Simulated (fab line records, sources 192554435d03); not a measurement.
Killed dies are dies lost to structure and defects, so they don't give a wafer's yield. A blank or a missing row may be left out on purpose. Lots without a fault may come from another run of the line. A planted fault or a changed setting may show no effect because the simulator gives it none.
Which tool did it? | flow n5_finfet | 21 lots, 63 wafers sampled, at 6 steps of a route of 1938

WHAT THE GAUGES READ, wafer by wafer
N5_SDB_INSPECT_36: inspects for defects (darkfield).
lot  | measured    | on                | raw_defect_count
L074 | day 3 22:44 | defect_inspect-02 | 59 53 48
L075 | day 4 05:05 | defect_inspect-01 | 48 63 25
L077 | day 4 16:24 | defect_inspect-01 | 49 71 64
L078 | day 4 23:34 | defect_inspect-01 | 61 70 65
L079 | day 5 05:19 | defect_inspect-01 | 27 29 17
L081 | day 5 20:46 | defect_inspect-02 | 66 75 55
L082 | day 6 00:16 | defect_inspect-01 | 70 57 46
L083 | day 6 08:49 | defect_inspect-02 | 36 33 34
L084 | day 6 11:43 | defect_inspect-02 | 53 35 38
L085 | day 6 23:08 | defect_inspect-01 | 40 67 41
L086 | day 7 02:23 | defect_inspect-01 | 56 37 31
L087 | day 7 09:10 | defect_inspect-01 | 20 35 26
L089 | day 7 15:53 | defect_inspect-02 | 41 66 68
L090 | day 7 19:52 | defect_inspect-02 | 45 43 40
L091 | day 8 04:37 | defect_inspect-01 | 50 66 75
L092 | day 8 07:59 | defect_inspect-01 | 36 52 27
L093 | day 8 14:27 | defect_inspect-01 | 43 58 19
L094 | day 8 21:56 | defect_inspect-01 | 38 51 36
L095 | day 9 03:26 | defect_inspect-02 | 65 79 35
L096 | day 9 07:35 | defect_inspect-02 | 22 48 28
L097 | day 9 14:28 | defect_inspect-01 | 18 43 30

N5_HKMG_FIN_INSPECT_14: inspects for defects (macro).
lot  | measured    | on                | raw_defect_count
L074 | day 4 04:12 | defect_inspect-02 | 1 2 3
L075 | day 4 10:26 | defect_inspect-02 | 1 2 1
L077 | day 4 21:23 | defect_inspect-01 | 4 4 1
L078 | day 5 04:38 | defect_inspect-01 | 1 1 2
L079 | day 5 10:40 | defect_inspect-02 | 4 6 3
L081 | day 6 01:43 | defect_inspect-02 | 1 1 0
L082 | day 6 05:26 | defect_inspect-02 | 1 1 3
L083 | day 6 13:34 | defect_inspect-01 | 1 3 0
L084 | day 6 16:43 | defect_inspect-01 | 0 1 2
L085 | day 7 04:16 | defect_inspect-01 | 3 2 3
L086 | day 7 07:48 | defect_inspect-01 | 5 1 2
L087 | day 7 14:11 | defect_inspect-01 | 3 5 2
L089 | day 7 20:56 | defect_inspect-01 | 1 2 0
L090 | day 8 01:13 | defect_inspect-02 | 2 2 3
L091 | day 8 09:39 | defect_inspect-01 | 3 2 1
L092 | day 8 13:02 | defect_inspect-01 | 3 2 4
L093 | day 8 19:37 | defect_inspect-01 | 3 3 2
L094 | day 9 03:17 | defect_inspect-02 | 1 2 2
L095 | day 9 08:16 | defect_inspect-02 | 2 1 3
L096 | day 9 12:37 | defect_inspect-02 | 0 1 1
L097 | day 9 20:06 | defect_inspect-01 | 1 2 0

WHICH TOOL RAN EACH LOT (tool, then ch and the chambers of the sampled wafers, then the start)
lot  | N5_DUMMY_GATE_STRIP_41            | N5_DUMMY_GATE_STRIP_48            | N5_SD_EPI_N_DESCUM_14             | N5_SD_EPI_P_ETCH_16
L074 | rie_diel-03 ch 0,1,2, day 3 00:17 | rie_diel-03 ch 1,2,3, day 3 00:47 | rie_diel-05 ch 0,2,3, day 3 02:22 | rie_diel-01 ch 1,2,3, day 3 07:17
L075 | rie_diel-06 ch 1,3, day 3 04:58   | rie_diel-01 ch 0,2,3, day 3 05:36 | rie_diel-05 ch 0,1, day 3 06:47   | rie_diel-06 ch 0,2, day 3 12:34
L077 | rie_diel-01 ch 0,1,3, day 3 18:46 | rie_diel-06 ch 0,1,2, day 3 19:24 | rie_diel-02 ch 1,3, day 3 20:43   | rie_diel-03 ch 0,1,2, day 4 01:43
L078 | rie_diel-01 ch 2,3, day 3 22:22   | rie_diel-01 ch 0,1,3, day 3 23:08 | rie_diel-02 ch 0,1,3, day 4 00:29 | rie_diel-03 ch 2,3, day 4 05:44
L079 | rie_diel-06 ch 2,3, day 4 04:41   | rie_diel-01 ch 1,2,3, day 4 05:16 | rie_diel-02 ch 0,1,3, day 4 06:33 | rie_diel-03 ch 0,1,2, day 4 11:41
L081 | rie_diel-01 ch 0,2,3, day 4 16:59 | rie_diel-03 ch 0,1,2, day 4 17:31 | rie_diel-02 ch 2,3, day 4 23:56   | rie_diel-06 ch 0,3, day 5 05:41
L082 | rie_diel-03 ch 0,2, day 5 01:29   | rie_diel-03 ch 0,3, day 5 01:59   | rie_diel-04 ch 2,3, day 5 03:56   | rie_diel-01 ch 2,3, day 5 09:00
L083 | rie_diel-01 ch 0,1,2, day 5 09:54 | rie_diel-01 ch 2,3, day 5 10:24   | rie_diel-02 ch 0,2, day 5 11:56   | rie_diel-06 ch 1,2,3, day 5 17:28
L084 | rie_diel-01 ch 0,2, day 5 14:23   | rie_diel-06 ch 1,2,3, day 5 14:53 | rie_diel-04 ch 0,1,3, day 5 16:03 | rie_diel-03 ch 0,2,3, day 5 21:08
L085 | rie_diel-06 ch 0,2,3, day 6 00:28 | rie_diel-01 ch 0,1,2, day 6 00:57 | rie_diel-05 ch 0,1, day 6 02:20   | rie_diel-06 ch 0,2, day 6 07:31
L086 | rie_diel-06 ch 0,2,3, day 6 04:41 | rie_diel-01 ch 0,2,3, day 6 05:11 | rie_diel-04 ch 0,1, day 6 06:22   | rie_diel-03 ch 1,3, day 6 11:27
L087 | rie_diel-06 ch 1,2, day 6 08:35   | rie_diel-06 ch 2,3, day 6 09:05   | rie_diel-05 ch 0,1,3, day 6 10:14 | rie_diel-06 ch 0,1,2, day 6 15:18
L089 | rie_diel-03 ch 0,3, day 6 17:55   | rie_diel-01 ch 0,1,2, day 6 18:26 | rie_diel-05 ch 0,2,3, day 6 19:46 | rie_diel-03 ch 0,1, day 7 00:59
L090 | rie_diel-06 ch 1,2,3, day 6 21:48 | rie_diel-03 ch 1,3, day 6 22:18   | rie_diel-04 ch 1,3, day 6 23:38   | rie_diel-01 ch 1,2, day 7 04:44
L091 | rie_diel-06 ch 0,3, day 7 06:19   | rie_diel-03 ch 0,1,3, day 7 06:49 | rie_diel-04 ch 2,3, day 7 07:58   | rie_diel-06 ch 1,2,3, day 7 13:44
L092 | rie_diel-03 ch 1,3, day 7 10:30   | rie_diel-06 ch 0,3, day 7 11:00   | rie_diel-02 ch 0,1,2, day 7 12:19 | rie_diel-03 ch 0,1, day 7 17:14
L093 | rie_diel-01 ch 0,1,3, day 7 15:50 | rie_diel-06 ch 0,1,3, day 7 16:20 | rie_diel-05 ch 1,2,3, day 7 17:29 | rie_diel-01 ch 1,2,3, day 7 22:25
L094 | rie_diel-01 ch 0,1,3, day 7 23:55 | rie_diel-01 ch 0,1,2, day 8 00:25 | rie_diel-04 ch 0,1,3, day 8 01:34 | rie_diel-01 ch 0,2,3, day 8 06:44
L095 | rie_diel-03 ch 0,3, day 8 05:28   | rie_diel-03 ch 1,2,3, day 8 05:58 | rie_diel-04 ch 0,2,3, day 8 07:07 | rie_diel-01 ch 1,2,3, day 8 12:50
L096 | rie_diel-03 ch 0,2,3, day 8 09:39 | rie_diel-01 ch 0,2,3, day 8 10:08 | rie_diel-04 ch 0,1,3, day 8 11:18 | rie_diel-06 ch 0,1,2, day 8 16:19
L097 | rie_diel-01 ch 2,3, day 8 15:59   | rie_diel-06 ch 1,2,3, day 8 16:38 | rie_diel-02 ch 2,3, day 8 17:53   | rie_diel-06 ch 0,1,3, day 8 23:25
- N5_DUMMY_GATE_STRIP_41: strips in O2.
- N5_DUMMY_GATE_STRIP_48: strips in N2/H2, time 20 s.
- N5_SD_EPI_N_DESCUM_14: chemistry O2, time 7.9 s.
- N5_SD_EPI_P_ETCH_16: etches SiO2 in CHF3/O2, target depth 5 nm.

WHAT THE TOOLS THEMSELVES READ (means of the sampled wafers that have a number; where no wafer has one, the mark that the record gives instead)
N5_DUMMY_GATE_STRIP_41.
lot  | tool        | drypump_motor_current_A (A) | oes_product_au (a.u.) | rf_vpp_V (V) | showerhead_plenum_p_Torr (Torr) | temp_c (C) | throttle_valve_pct (%)
L074 | rie_diel-03 | 5.35                        | 0.78                  | 3.5          | 2.05                            | 39.99      | 16.64
L075 | rie_diel-06 | 5.37                        | 0.73                  | 3.8          | 2.05                            | 39.96      | 16.66
L077 | rie_diel-01 | 5.44                        | 0.81                  | 3.2          | 2.12                            | 40.01      | 16.59
L078 | rie_diel-01 | 5.66                        | 0.79                  | 3.6          | 2.05                            | 40.00      | 16.44
L079 | rie_diel-06 | 5.64                        | 0.80                  | 3.8          | 2.14                            | 40.00      | 16.44
L081 | rie_diel-01 | 5.47                        | 0.80                  | 3.9          | 2.08                            | 40.04      | 16.62
L082 | rie_diel-03 | 5.42                        | 0.75                  | 3.7          | 2.10                            | 40.09      | 16.91
L083 | rie_diel-01 | 5.45                        | 0.78                  | 4.1          | 2.13                            | 39.94      | 16.78
L084 | rie_diel-01 | 5.48                        | 0.77                  | 3.0          | 2.10                            | 40.19      | 16.80
L085 | rie_diel-06 | 5.47                        | 0.81                  | 3.6          | 2.11                            | 39.97      | 16.46
L086 | rie_diel-06 | 5.49                        | 0.81                  | 3.4          | 2.11                            | 40.01      | 16.46
L087 | rie_diel-06 | 5.93                        | 0.85                  | 4.0          | 2.19                            | 39.97      | 16.35
L089 | rie_diel-03 | 5.60                        | 0.73                  | 3.8          | 2.08                            | 39.93      | 16.69
L090 | rie_diel-06 | 5.67                        | 0.82                  | 3.7          | 2.11                            | 39.97      | 16.46
L091 | rie_diel-06 | 5.32                        | 0.84                  | 4.0          | 2.09                            | 40.00      | 16.47
L092 | rie_diel-03 | 5.37                        | 0.76                  | 3.9          | 1.98                            | 39.95      | 16.59
L093 | rie_diel-01 | 5.44                        | 0.77                  | 3.8          | 2.11                            | 39.97      | 16.63
L094 | rie_diel-01 | 5.44                        | 0.77                  | 3.4          | 2.11                            | 40.12      | 16.64
L095 | rie_diel-03 | 5.61                        | 0.72                  | 3.6          | 2.08                            | 40.00      | 16.71
L096 | rie_diel-03 | 5.52                        | 0.72                  | 3.8          | 2.08                            | 40.13      | 16.89
L097 | rie_diel-01 | 5.69                        | 0.73                  | 3.7          | 2.06                            | 40.05      | 16.68

N5_DUMMY_GATE_STRIP_48.
lot  | tool        | drypump_motor_current_A (A) | oes_product_au (a.u.) | rf_vpp_V (V) | showerhead_plenum_p_Torr (Torr) | temp_c (C) | throttle_valve_pct (%)
L074 | rie_diel-03 | 5.42                        | 0.78                  | 45.4         | 3.29                            | 39.97      | 12.30
L075 | rie_diel-01 | 5.49                        | 0.82                  | 45.2         | 3.36                            | 39.96      | 12.16
L077 | rie_diel-06 | 5.81                        | 0.82                  | 45.5         | 3.49                            | 39.98      | 12.07
L078 | rie_diel-01 | 5.45                        | 0.80                  | 45.2         | 3.41                            | 39.88      | 12.15
L079 | rie_diel-01 | 5.67                        | 0.76                  | 45.8         | 3.39                            | 40.04      | 12.24
L081 | rie_diel-03 | 5.38                        | 0.77                  | 45.6         | 3.29                            | 40.04      | 12.17
L082 | rie_diel-03 | 5.68                        | 0.72                  | 45.2         | 3.36                            | 39.96      | 12.36
L083 | rie_diel-01 | 5.69                        | 0.77                  | 45.1         | 3.31                            | 39.94      | 12.16
L084 | rie_diel-06 | 5.66                        | 0.84                  | 45.8         | 3.41                            | 40.06      | 12.08
L085 | rie_diel-01 | 5.46                        | 0.77                  | 44.5         | 3.43                            | 39.93      | 12.33
L086 | rie_diel-01 | 5.47                        | 0.79                  | 45.7         | 3.35                            | 39.94      | 12.22
L087 | rie_diel-06 | 5.37                        | 0.75                  | 45.6         | 3.33                            | 39.97      | 12.27
L089 | rie_diel-01 | 5.46                        | 0.76                  | 45.6         | 3.42                            | 39.93      | 12.33
L090 | rie_diel-03 | 5.55                        | 0.74                  | 45.7         | 3.27                            | 40.00      | 12.33
L091 | rie_diel-03 | 5.52                        | 0.73                  | 45.9         | 3.27                            | 39.92      | 12.18
L092 | rie_diel-06 | 5.21                        | 0.78                  | 45.4         | 3.29                            | 39.94      | 12.18
L093 | rie_diel-06 | 5.53                        | 0.84                  | 46.1         | 3.36                            | 39.85      | 12.03
L094 | rie_diel-01 | 5.46                        | 0.76                  | 45.6         | 3.42                            | 40.06      | 12.35
L095 | rie_diel-03 | 5.41                        | 0.75                  | 45.2         | 3.28                            | 39.93      | 12.38
L096 | rie_diel-01 | 5.48                        | 0.78                  | 45.5         | 3.34                            | 39.90      | 12.25
L097 | rie_diel-06 | 5.69                        | 0.81                  | 45.4         | 3.40                            | 40.01      | 12.14

N5_SD_EPI_N_DESCUM_14.
lot  | tool        | drypump_motor_current_A (A) | oes_product_au (a.u.) | rf_fwd_power_W (W) | rf_vpp_V (V) | showerhead_plenum_p_Torr (Torr) | temp_c (C) | throttle_valve_pct (%)
L074 | rie_diel-05 | 5.9                         | 0.73                  | 49.40              | 243.3        | 2.11                            | 40.02      | 20.47
L075 | rie_diel-05 | 5.5                         | 0.80                  | 49.48              | 241.4        | 2.02                            | 39.94      | 20.34
L077 | rie_diel-02 | 5.7                         | 0.79                  | 49.69              | 245.2        | 2.19                            | 40.06      | 20.20
L078 | rie_diel-02 | 5.6                         | 0.87                  | 49.45              | 244.1        | 2.21                            | 40.07      | 20.18
L079 | rie_diel-02 | 5.6                         | 0.85                  | 49.63              | 244.7        | 2.21                            | 40.07      | 20.18
L081 | rie_diel-02 | 6.2                         | 0.70                  | 49.29              | 243.1        | 2.10                            | 39.98      | 20.42
L082 | rie_diel-04 | 6.0                         | 0.86                  | 49.34              | 241.5        | 2.06                            | 39.98      | 20.41
L083 | rie_diel-02 | 5.7                         | 0.84                  | 49.43              | 244.7        | 2.17                            | 40.00      | 20.26
L084 | rie_diel-04 | 6.2                         | 0.81                  | 49.65              | 243.3        | 2.11                            | 40.04      | 20.22
L085 | rie_diel-05 | 5.5                         | 0.77                  | 49.52              | 243.0        | 2.09                            | 40.10      | 20.30
L086 | rie_diel-04 | 6.2                         | 0.80                  | 49.65              | 242.9        | 2.07                            | 40.05      | 20.19
L087 | rie_diel-05 | 5.8                         | 0.75                  | 49.61              | 243.3        | 2.09                            | 39.94      | 20.44
L089 | rie_diel-05 | 5.9                         | 0.81                  | 49.46              | 244.1        | 2.19                            | 39.88      | 20.39
L090 | rie_diel-04 | 6.1                         | 0.73                  | 49.39              | 242.3        | 2.01                            | 40.02      | 20.25
L091 | rie_diel-04 | 6.0                         | 0.78                  | 49.43              | 243.1        | 2.06                            | 39.90      | 20.40
L092 | rie_diel-02 | 5.7                         | 0.79                  | 49.50              | 244.0        | 2.16                            | 39.92      | 20.35
L093 | rie_diel-05 | 5.8                         | 0.81                  | 49.30              | 242.7        | 2.11                            | 39.98      | 20.48
L094 | rie_diel-04 | 6.1                         | 0.79                  | 49.47              | 243.1        | 2.10                            | 39.99      | 20.25
L095 | rie_diel-04 | 6.2                         | 0.83                  | 49.27              | 243.3        | 2.11                            | 40.03      | 20.37
L096 | rie_diel-04 | 6.2                         | 0.78                  | 49.50              | 243.4        | 2.10                            | 39.98      | 20.26
L097 | rie_diel-02 | 6.1                         | 0.71                  | 49.39              | 243.6        | 2.12                            | 39.97      | 20.35

N5_SD_EPI_P_ETCH_16.
lot  | tool        | drypump_motor_current_A (A) | oes_product_au (a.u.) | rf_fwd_power_W (W) | rf_vpp_V (V) | showerhead_plenum_p_Torr (Torr) | throttle_valve_pct (%)
L074 | rie_diel-01 | 5.7                         | 0.77                  | 644.2              | 526          | 2.41                            | 18.81
L075 | rie_diel-06 | 5.8                         | 0.87                  | 638.8              | 531          | 2.51                            | 18.51
L077 | rie_diel-03 | 5.4                         | 0.77                  | 644.4              | 520          | 2.36                            | 18.92
L078 | rie_diel-03 | 5.6                         | 0.73                  | 644.8              | 527          | 2.40                            | 19.17
L079 | rie_diel-03 | 5.3                         | 0.77                  | 641.1              | 520          | 2.36                            | 18.92
L081 | rie_diel-06 | 5.2                         | 0.80                  | 644.3              | 527          | 2.35                            | 18.74
L082 | rie_diel-01 | 5.7                         | 0.75                  | 646.0              | 527          | 2.38                            | 18.88
L083 | rie_diel-06 | 5.7                         | 0.84                  | 641.0              | 527          | 2.43                            | 18.66
L084 | rie_diel-03 | 5.5                         | 0.73                  | 643.5              | 522          | 2.40                            | 19.08
L085 | rie_diel-06 | 5.8                         | 0.83                  | 641.1              | 530          | 2.50                            | 18.55
L086 | rie_diel-03 | 5.4                         | 0.76                  | 643.2              | 522          | 2.29                            | 18.81
L087 | rie_diel-06 | 5.8                         | 0.89                  | 643.1              | 529          | 2.48                            | 18.56
L089 | rie_diel-03 | 5.5                         | 0.75                  | 642.6              | 514          | 2.35                            | 18.73
L090 | rie_diel-01 | 5.7                         | 0.72                  | 644.6              | 528          | 2.42                            | 19.01
L091 | rie_diel-06 | 5.7                         | 0.80                  | 641.7              | 527          | 2.42                            | 18.68
L092 | rie_diel-03 | 5.3                         | 0.76                  | 643.2              | 517          | 2.29                            | 18.72
L093 | rie_diel-01 | 5.7                         | 0.74                  | 643.8              | 526          | 2.40                            | 18.87
L094 | rie_diel-01 | 5.5                         | 0.77                  | 645.3              | 527          | 2.39                            | 18.90
L095 | rie_diel-01 | 5.7                         | 0.73                  | 643.5              | 526          | 2.40                            | 18.87
L096 | rie_diel-06 | 5.8                         | 0.86                  | 643.4              | 528          | 2.48                            | 18.58
L097 | rie_diel-06 | 5.5                         | 0.83                  | 644.2              | 526          | 2.40                            | 18.70

THE ANSWER, worked out from the rows above alone
Rule: what is usual is taken from the lots themselves. Put in order of their means at a reading, lots are off if they are a third of the lots or fewer, leave a main group of 4 or more, and stand apart from it by a gap of 3 or more times the standard deviation of the main group's means; of several such gaps the widest counts. A main group whose means are all the same, to the digits that the tables above print for the reading, isn't used. A lot without any number at a reading at which 4 lots or more have one is off too. The other lots that the step has rows for count as sound. The gauges are gone through in route order, then the tools' own readings, and for those a lot's mean is taken as printed above. The first step at which some lot is off is used, and at that step the reading that is off furthest; a lot without a number counts as furthest.
No lot is off at any reading shown: from this, nothing can be told.

WHAT THE SIMULATOR HAD PUT IN
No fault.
